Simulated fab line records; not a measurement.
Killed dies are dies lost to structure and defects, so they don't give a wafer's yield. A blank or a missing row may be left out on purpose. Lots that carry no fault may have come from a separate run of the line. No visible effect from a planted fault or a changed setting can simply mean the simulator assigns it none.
Split-lot experiment + flow n5-finfet + 21 wafers read across 7 lots, on a route 1938 steps long

== THE SPLIT ==
At N5_PASSIVATION_ETCH_54 (etches SiO2 in CHF3/O2, target depth 880 nm, time 440 s), the setting bias-w was moved away from the recipe's 170 W on 6 of the 21 wafers read, by -17.4% to -13.3%. The other wafers ran this setting at the recipe's value.

The split's own step is where the reading is taken.

== THE READING ==
rf-vpp-V, in V, at N5_PASSIVATION_ETCH_54 (etches SiO2 in CHF3/O2, target depth 880 nm, time 440 s). Typical for fault-free wafers on this fab line: 523 V, with standard deviation 12 V.

| wafer  | tool, chamber at the split | bias-w as run, W | against the recipe | rf-vpp-V, V | against lot-mates on the recipe |
|--------|----------------------------|------------------|--------------------|-------------|---------------------------------|
| L080.1 | rie-diel-02, 1             | 170              | recipe             | 534         | -                               |
| L080.2 | rie-diel-02, 0             | 170              | recipe             | 527         | -                               |
| L080.4 | rie-diel-02, 3             | 170              | recipe             | 516         | -                               |
| L079.2 | rie-diel-05, 1             | 170              | recipe             | 524         | -                               |
| L079.3 | rie-diel-05, 2             | 170              | recipe             | 538         | -                               |
| L079.4 | rie-diel-05, 0             | 170              | recipe             | 525         | -                               |
| L085.2 | rie-diel-02, 3             | 147.4            | -13.3%             | 460         | no lot-mate on the recipe       |
| L085.4 | rie-diel-02, 0             | 147.4            | -13.3%             | 471         | no lot-mate on the recipe       |
| L085.6 | rie-diel-02, 2             | 147.4            | -13.3%             | 486         | no lot-mate on the recipe       |
| L094.2 | rie-diel-03, 3             | 170              | recipe             | 509         | -                               |
| L094.5 | rie-diel-03, 0             | 170              | recipe             | 517         | -                               |
| L094.6 | rie-diel-03, 3             | 170              | recipe             | 508         | -                               |
| L093.2 | rie-diel-03, 2             | 140.4            | -17.4%             | 437         | -75                             |
| L093.3 | rie-diel-03, 3             | 170              | recipe             | 508         | -                               |
| L093.4 | rie-diel-03, 0             | 170              | recipe             | 516         | -                               |
| L095.2 | rie-diel-02, 2             | 170              | recipe             | 546         | -                               |
| L095.4 | rie-diel-02, 0             | 146.3            | -13.9%             | 467         | -79                             |
| L095.5 | rie-diel-02, 2             | 146.3            | -13.9%             | 485         | -61                             |
| L097.1 | rie-diel-03, 1             | 170              | recipe             | 508         | -                               |
| L097.3 | rie-diel-03, 2             | 170              | recipe             | 510         | -                               |
| L097.6 | rie-diel-03, 0             | 170              | recipe             | 518         | -                               |

FIT RESULTS
A straight line over all 21 wafers: rf-vpp-V changes by +3.78 V for each +1% of bias-w; r = +0.90; the points scatter about the line by 12 V.
The same after taking each lot's own level away (the mean of its wafers on the recipe; 18 wafers): +4.7 V for each +1%; r = +0.97; scatter 6.5 V.
According to that fit, moving bias-w by its largest amount changes the reading by 82 V.
Measured against the standard deviation above, the lots' own levels, which go from 511.3 to 546.0 V, span 2.9 times it.
Hence the slope depends on the lot-to-lot level, as the two fits are not the same.
Check: with one of the wafers moved furthest among these (-17.4%) left out of the fit, the line predicts -87.4 V for it against its lot-mates. It came out at -75 V against them.
Tool readings at the split's step, against how far the setting was moved: rf-vpp-V r = +0.90.

== OTHER SPLITS ON THESE WAFERS ==
Note: prior to the reading, these wafers also went through further splits. Each is held against what the fit with the lots' levels taken away leaves over:
| other split on the same wafers       | wafers away from the commonest value | r with rf-vpp-V (lot level and that fit taken away) |
|--------------------------------------|--------------------------------------|-----------------------------------------------------|
| N5_PASSIVATION_PASS_ETCH_74 source-w | 5                                    | +0.20                                               |
| N5_PASSIVATION_AL_DEP_21 time-s      | 8                                    | -0.08                                               |

== FILE'S OWN FIT ==
rf-vpp-V changes by +4.59 V for each +1% of bias-w, r = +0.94.
